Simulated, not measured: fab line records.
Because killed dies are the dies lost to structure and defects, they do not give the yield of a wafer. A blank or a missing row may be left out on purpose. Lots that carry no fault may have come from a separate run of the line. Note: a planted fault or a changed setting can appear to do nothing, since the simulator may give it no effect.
Split-lot trial || flow n5_finfet || 7 lots, 39 wafers read, on a route of 1938 steps

== THE SPLIT ==
At N5_MIM_BOT_SPUTTER_00 (material TiN, target thk 35 nm, time 89.7 s), the setting target_thk_a was moved away from the recipe's 350 angstrom on 12 of the 39 wafers read, by -32.3% to +40.8%. All remaining wafers had this setting at the recipe value.

The split's own step is where the reading is taken.

== THE READING ==
TiN_of_MIM_BOT_SPUTTER_00.thk_nm (the simulator's own value, which no gauge read), in nm, at N5_MIM_BOT_SPUTTER_00 (material TiN, target thk 35 nm, time 89.7 s). No usual value for it is given in the file. Here, 27 wafers ran the recipe; their average is 34.9 nm with a standard deviation of 0.35 nm.

{"wafer": "L076.1", "tool, chamber at the split": "pvd_sputter-01, -", "target_thk_a as run, angstrom": 350, "against the recipe": "recipe", "TiN_of_MIM_BOT_SPUTTER_00.thk_nm, nm": 34.8, "against lot-mates on the recipe": "-"}
{"wafer": "L076.2", "tool, chamber at the split": "pvd_sputter-01, -", "target_thk_a as run, angstrom": 236.8, "against the recipe": "-32.3%", "TiN_of_MIM_BOT_SPUTTER_00.thk_nm, nm": 24, "against lot-mates on the recipe": -10.9}
{"wafer": "L076.3", "tool, chamber at the split": "pvd_sputter-01, -", "target_thk_a as run, angstrom": 236.8, "against the recipe": "-32.3%", "TiN_of_MIM_BOT_SPUTTER_00.thk_nm, nm": 24, "against lot-mates on the recipe": -10.9}
{"wafer": "L076.4", "tool, chamber at the split": "pvd_sputter-01, -", "target_thk_a as run, angstrom": 350, "against the recipe": "recipe", "TiN_of_MIM_BOT_SPUTTER_00.thk_nm, nm": 34.6, "against lot-mates on the recipe": "-"}
{"wafer": "L076.5", "tool, chamber at the split": "pvd_sputter-01, -", "target_thk_a as run, angstrom": 236.8, "against the recipe": "-32.3%", "TiN_of_MIM_BOT_SPUTTER_00.thk_nm, nm": 23.6, "against lot-mates on the recipe": -11.3}
{"wafer": "L076.6", "tool, chamber at the split": "pvd_sputter-01, -", "target_thk_a as run, angstrom": 350, "against the recipe": "recipe", "TiN_of_MIM_BOT_SPUTTER_00.thk_nm, nm": 35.4, "against lot-mates on the recipe": "-"}
{"wafer": "L079.1", "tool, chamber at the split": "pvd_sputter-03, -", "target_thk_a as run, angstrom": 350, "against the recipe": "recipe", "TiN_of_MIM_BOT_SPUTTER_00.thk_nm, nm": 35, "against lot-mates on the recipe": "-"}
{"wafer": "L079.2", "tool, chamber at the split": "pvd_sputter-03, -", "target_thk_a as run, angstrom": 350, "against the recipe": "recipe", "TiN_of_MIM_BOT_SPUTTER_00.thk_nm, nm": 34.4, "against lot-mates on the recipe": "-"}
{"wafer": "L079.3", "tool, chamber at the split": "pvd_sputter-03, -", "target_thk_a as run, angstrom": 481.3, "against the recipe": "+37.5%", "TiN_of_MIM_BOT_SPUTTER_00.thk_nm, nm": 47.6, "against lot-mates on the recipe": "+12.9"}
{"wafer": "L079.4", "tool, chamber at the split": "pvd_sputter-03, -", "target_thk_a as run, angstrom": 481.3, "against the recipe": "+37.5%", "TiN_of_MIM_BOT_SPUTTER_00.thk_nm, nm": 48, "against lot-mates on the recipe": "+13.3"}
{"wafer": "L079.5", "tool, chamber at the split": "pvd_sputter-03, -", "target_thk_a as run, angstrom": 350, "against the recipe": "recipe", "TiN_of_MIM_BOT_SPUTTER_00.thk_nm, nm": 34.6, "against lot-mates on the recipe": "-"}
{"wafer": "L079.6", "tool, chamber at the split": "pvd_sputter-03, -", "target_thk_a as run, angstrom": 481.3, "against the recipe": "+37.5%", "TiN_of_MIM_BOT_SPUTTER_00.thk_nm, nm": 48.2, "against lot-mates on the recipe": "+13.5"}
{"wafer": "L085.1", "tool, chamber at the split": "pvd_sputter-02, -", "target_thk_a as run, angstrom": 350, "against the recipe": "recipe", "TiN_of_MIM_BOT_SPUTTER_00.thk_nm, nm": 35, "against lot-mates on the recipe": "-"}
{"wafer": "L085.2", "tool, chamber at the split": "pvd_sputter-02, -", "target_thk_a as run, angstrom": 350, "against the recipe": "recipe", "TiN_of_MIM_BOT_SPUTTER_00.thk_nm, nm": 34.8, "against lot-mates on the recipe": "-"}
{"wafer": "L085.4", "tool, chamber at the split": "pvd_sputter-02, -", "target_thk_a as run, angstrom": 350, "against the recipe": "recipe", "TiN_of_MIM_BOT_SPUTTER_00.thk_nm, nm": 34.8, "against lot-mates on the recipe": "-"}
{"wafer": "L085.3", "tool, chamber at the split": "pvd_sputter-02, -", "target_thk_a as run, angstrom": 350, "against the recipe": "recipe", "TiN_of_MIM_BOT_SPUTTER_00.thk_nm, nm": 34.4, "against lot-mates on the recipe": "-"}
{"wafer": "L085.5", "tool, chamber at the split": "pvd_sputter-02, -", "target_thk_a as run, angstrom": 350, "against the recipe": "recipe", "TiN_of_MIM_BOT_SPUTTER_00.thk_nm, nm": 34.4, "against lot-mates on the recipe": "-"}
{"wafer": "L085.6", "tool, chamber at the split": "pvd_sputter-02, -", "target_thk_a as run, angstrom": 350, "against the recipe": "recipe", "TiN_of_MIM_BOT_SPUTTER_00.thk_nm, nm": 34.4, "against lot-mates on the recipe": "-"}
{"wafer": "L083.1", "tool, chamber at the split": "pvd_sputter-01, -", "target_thk_a as run, angstrom": 350, "against the recipe": "recipe", "TiN_of_MIM_BOT_SPUTTER_00.thk_nm, nm": 34.8, "against lot-mates on the recipe": "-"}
{"wafer": "L083.3", "tool, chamber at the split": "pvd_sputter-01, -", "target_thk_a as run, angstrom": 350, "against the recipe": "recipe", "TiN_of_MIM_BOT_SPUTTER_00.thk_nm, nm": 34.8, "against lot-mates on the recipe": "-"}
{"wafer": "L083.5", "tool, chamber at the split": "pvd_sputter-01, -", "target_thk_a as run, angstrom": 350, "against the recipe": "recipe", "TiN_of_MIM_BOT_SPUTTER_00.thk_nm, nm": 34.8, "against lot-mates on the recipe": "-"}
{"wafer": "L083.2", "tool, chamber at the split": "pvd_sputter-01, -", "target_thk_a as run, angstrom": 350, "against the recipe": "recipe", "TiN_of_MIM_BOT_SPUTTER_00.thk_nm, nm": 35.2, "against lot-mates on the recipe": "-"}
{"wafer": "L083.4", "tool, chamber at the split": "pvd_sputter-01, -", "target_thk_a as run, angstrom": 350, "against the recipe": "recipe", "TiN_of_MIM_BOT_SPUTTER_00.thk_nm, nm": 35.4, "against lot-mates on the recipe": "-"}
{"wafer": "L083.6", "tool, chamber at the split": "pvd_sputter-01, -", "target_thk_a as run, angstrom": 350, "against the recipe": "recipe", "TiN_of_MIM_BOT_SPUTTER_00.thk_nm, nm": 35.4, "against lot-mates on the recipe": "-"}
{"wafer": "L084.1", "tool, chamber at the split": "pvd_sputter-02, -", "target_thk_a as run, angstrom": 492.7, "against the recipe": "+40.8%", "TiN_of_MIM_BOT_SPUTTER_00.thk_nm, nm": 49.2, "against lot-mates on the recipe": "+14.1"}
{"wafer": "L084.3", "tool, chamber at the split": "pvd_sputter-02, -", "target_thk_a as run, angstrom": 492.7, "against the recipe": "+40.8%", "TiN_of_MIM_BOT_SPUTTER_00.thk_nm, nm": 49.2, "against lot-mates on the recipe": "+14.1"}
{"wafer": "L084.2", "tool, chamber at the split": "pvd_sputter-02, -", "target_thk_a as run, angstrom": 350, "against the recipe": "recipe", "TiN_of_MIM_BOT_SPUTTER_00.thk_nm, nm": 35.2, "against lot-mates on the recipe": "-"}
{"wafer": "L084.4", "tool, chamber at the split": "pvd_sputter-02, -", "target_thk_a as run, angstrom": 350, "against the recipe": "recipe", "TiN_of_MIM_BOT_SPUTTER_00.thk_nm, nm": 35.2, "against lot-mates on the recipe": "-"}
{"wafer": "L084.5", "tool, chamber at the split": "pvd_sputter-02, -", "target_thk_a as run, angstrom": 350, "against the recipe": "recipe", "TiN_of_MIM_BOT_SPUTTER_00.thk_nm, nm": 35, "against lot-mates on the recipe": "-"}
{"wafer": "L084.6", "tool, chamber at the split": "pvd_sputter-02, -", "target_thk_a as run, angstrom": 492.7, "against the recipe": "+40.8%", "TiN_of_MIM_BOT_SPUTTER_00.thk_nm, nm": 49.4, "against lot-mates on the recipe": "+14.3"}
{"wafer": "L095.1", "tool, chamber at the split": "pvd_sputter-03, -", "target_thk_a as run, angstrom": 350, "against the recipe": "recipe", "TiN_of_MIM_BOT_SPUTTER_00.thk_nm, nm": 34, "against lot-mates on the recipe": "-"}
{"wafer": "L095.2", "tool, chamber at the split": "pvd_sputter-03, -", "target_thk_a as run, angstrom": 412.3, "against the recipe": "+17.8%", "TiN_of_MIM_BOT_SPUTTER_00.thk_nm, nm": 40.4, "against lot-mates on the recipe": "+5.9"}
{"wafer": "L095.3", "tool, chamber at the split": "pvd_sputter-03, -", "target_thk_a as run, angstrom": 350, "against the recipe": "recipe", "TiN_of_MIM_BOT_SPUTTER_00.thk_nm, nm": 34.8, "against lot-mates on the recipe": "-"}
{"wafer": "L095.4", "tool, chamber at the split": "pvd_sputter-03, -", "target_thk_a as run, angstrom": 412.3, "against the recipe": "+17.8%", "TiN_of_MIM_BOT_SPUTTER_00.thk_nm, nm": 40.8, "against lot-mates on the recipe": "+6.3"}
{"wafer": "L095.5", "tool, chamber at the split": "pvd_sputter-03, -", "target_thk_a as run, angstrom": 350, "against the recipe": "recipe", "TiN_of_MIM_BOT_SPUTTER_00.thk_nm, nm": 34.6, "against lot-mates on the recipe": "-"}
{"wafer": "L095.6", "tool, chamber at the split": "pvd_sputter-03, -", "target_thk_a as run, angstrom": 412.3, "against the recipe": "+17.8%", "TiN_of_MIM_BOT_SPUTTER_00.thk_nm, nm": 40.6, "against lot-mates on the recipe": "+6.1"}
{"wafer": "L094.1", "tool, chamber at the split": "pvd_sputter-01, -", "target_thk_a as run, angstrom": 350, "against the recipe": "recipe", "TiN_of_MIM_BOT_SPUTTER_00.thk_nm, nm": 35.2, "against lot-mates on the recipe": "-"}
{"wafer": "L094.3", "tool, chamber at the split": "pvd_sputter-01, -", "target_thk_a as run, angstrom": 350, "against the recipe": "recipe", "TiN_of_MIM_BOT_SPUTTER_00.thk_nm, nm": 35, "against lot-mates on the recipe": "-"}
{"wafer": "L094.5", "tool, chamber at the split": "pvd_sputter-01, -", "target_thk_a as run, angstrom": 350, "against the recipe": "recipe", "TiN_of_MIM_BOT_SPUTTER_00.thk_nm, nm": 35, "against lot-mates on the recipe": "-"}

THE FIT
A straight line over all 39 wafers: TiN_of_MIM_BOT_SPUTTER_00.thk_nm changes by +0.346 nm for each +1% of target_thk_a; r = +1.00; the points scatter about the line by 0.35 nm.
The same after taking each lot's own level away (the mean of its wafers on the recipe; 39 wafers): +0.347 nm for each +1%; r = +1.00; scatter 0.25 nm.
On that fit, the largest move of target_thk_a shifts the reading by 14 nm.
The lots' own levels span 34.47 to 35.13 nm, that is 1.9 times the standard deviation above.
The two slopes are in agreement: the lot-to-lot level therefore moves the slope only a little.
Check: with one of the wafers moved furthest among these (+40.8%) left out of the fit, the line predicts +14.2 nm for it against its lot-mates. Against them it came out at +14.1 nm.

== OTHER SPLITS APPLIED TO THESE WAFERS ==
These wafers also went through other splits before the reading. Each is held against what the fit with the lots' levels taken away leaves over:
{"other split on the same wafers": "N5_BEOL_M13_ILD_DEP_00 target_thk_a", "wafers away from the commonest value": 18, "r with TiN_of_MIM_BOT_SPUTTER_00.thk_nm (lot level and that fit taken away)": -0.19}
{"other split on the same wafers": "N5_BEOL_M13_SPUTTER_43 time_s", "wafers away from the commonest value": 15, "r with TiN_of_MIM_BOT_SPUTTER_00.thk_nm (lot level and that fit taken away)": "+0.08"}

== FILE'S OWN FIT ==
TiN_of_MIM_BOT_SPUTTER_00.thk_nm changes by +0.348 nm for each +1% of target_thk_a, r = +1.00.
